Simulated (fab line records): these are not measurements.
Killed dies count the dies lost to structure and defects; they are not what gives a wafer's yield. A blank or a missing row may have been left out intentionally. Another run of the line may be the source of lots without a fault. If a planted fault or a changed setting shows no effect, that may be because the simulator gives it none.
Matching of chambers    flow n5-finfet    4 sister chambers for N5_MOL_CONTACT_COAG_DESCUM_13 on rie-diel-01
The step chemistry O2, time 7 s. 4 wafers are shown with their chamber, then 12 later ones without.

WAFERS WITH THEIR CHAMBER
wafer   chamber  drypump-motor-current-A (A)
L089.3  0        6.2
L089.5  3        5.1
L090.4  1        6.5
L090.6  2        5.4

WAFERS MISSING THEIR CHAMBER
wafer   drypump-motor-current-A (A)
L092.1  6.4
L092.2  6.2
L092.4  5.1
L093.2  6.2
L093.4  5.1
L093.6  6.5
L094.1  6.2
L094.3  5.4
L094.4  5.1
L097.1  5.1
L097.5  5.1
L097.6  5.4

EACH ONE'S CHAMBER
wafer   from the rows above  in truth
L092.1  1                    1
L092.2  0                    0
L092.4  3                    3
L093.2  0                    0
L093.4  3                    3
L093.6  1                    1
L094.1  0                    0
L094.3  2                    2
L094.4  3                    3
L097.1  3                    3
L097.5  3                    3
L097.6  2                    2
12 of 12 placed correctly. From these rows, 0 cannot be placed. Wrongly placed: 0.
How it was worked out, from the rows above alone: a wafer's distance from a chamber is the root of the sum, over the readings, of the square of ((its reading less the chamber's mean) divided by the reading's scatter). The wafer belongs to the nearest chamber; if the next one is less than 2 further off, it can't be placed. A chamber's mean is the mean of its shown wafers. The scatter: with one shown wafer a chamber, the root of the mean of the squares of how far each hidden wafer lies from its nearest shown one.
